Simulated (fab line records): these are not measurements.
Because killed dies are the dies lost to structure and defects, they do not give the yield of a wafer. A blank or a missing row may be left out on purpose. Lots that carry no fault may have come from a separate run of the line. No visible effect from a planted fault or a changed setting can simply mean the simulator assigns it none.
Matching of chambers + flow n5 finfet + N5_BEOL_M8_ETCH_72 on rie diel-03: 4 sister chambers
The step etches underlayer in N2/H2, target depth 6.5 nm, time 5.2 s. 4 wafers are shown with their chamber, then 10 later ones without.

## WAFERS WITH THEIR CHAMBER
| wafer  | chamber | drypump motor current A (A) |
|--------|---------|-----------------------------|
| L088.3 | 3       | 5.60                        |
| L088.5 | 2       | 5.72                        |
| L090.1 | 1       | 5.39                        |
| L090.5 | 0       | 5.57                        |

## WAFERS MISSING THEIR CHAMBER
| wafer  | drypump motor current A (A) |
|--------|-----------------------------|
| L090.6 | 5.62                        |
| L094.4 | 5.55                        |
| L094.5 | 5.66                        |
| L094.6 | 5.55                        |
| L095.1 | 5.72                        |
| L095.5 | 5.54                        |
| L095.6 | 5.71                        |
| L096.1 | 5.35                        |
| L096.2 | 5.55                        |
| L096.3 | 5.71                        |

## WHICH CHAMBER EACH WENT THROUGH
| wafer  | from the rows above          | in truth |
|--------|------------------------------|----------|
| L090.6 | can't be placed: 3 or 0      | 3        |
| L094.4 | can't be placed: 0 or 3      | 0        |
| L094.5 | can't be placed: 2 or 3 or 0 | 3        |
| L094.6 | can't be placed: 0 or 3      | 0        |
| L095.1 | 2                            | 2        |
| L095.5 | can't be placed: 0 or 3      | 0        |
| L095.6 | 2                            | 2        |
| L096.1 | 1                            | 1        |
| L096.2 | can't be placed: 0 or 3      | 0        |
| L096.3 | 2                            | 2        |
Correctly placed: 4 of 10. Can't be placed from these rows: 6 (the true chamber is among the candidates in 6). Placed wrongly: 0.
How it was worked out, from the rows above alone: a wafer's distance from a chamber is the root of the sum, over the readings, of the square of ((its reading less the chamber's mean) divided by the reading's scatter). The wafer belongs to the nearest chamber; if the next one is less than 2 further off, it can't be placed. A chamber's mean is the mean of its shown wafers. The scatter: root of mean squared gap, hidden wafer to nearest shown wafer, with one shown wafer a chamber.
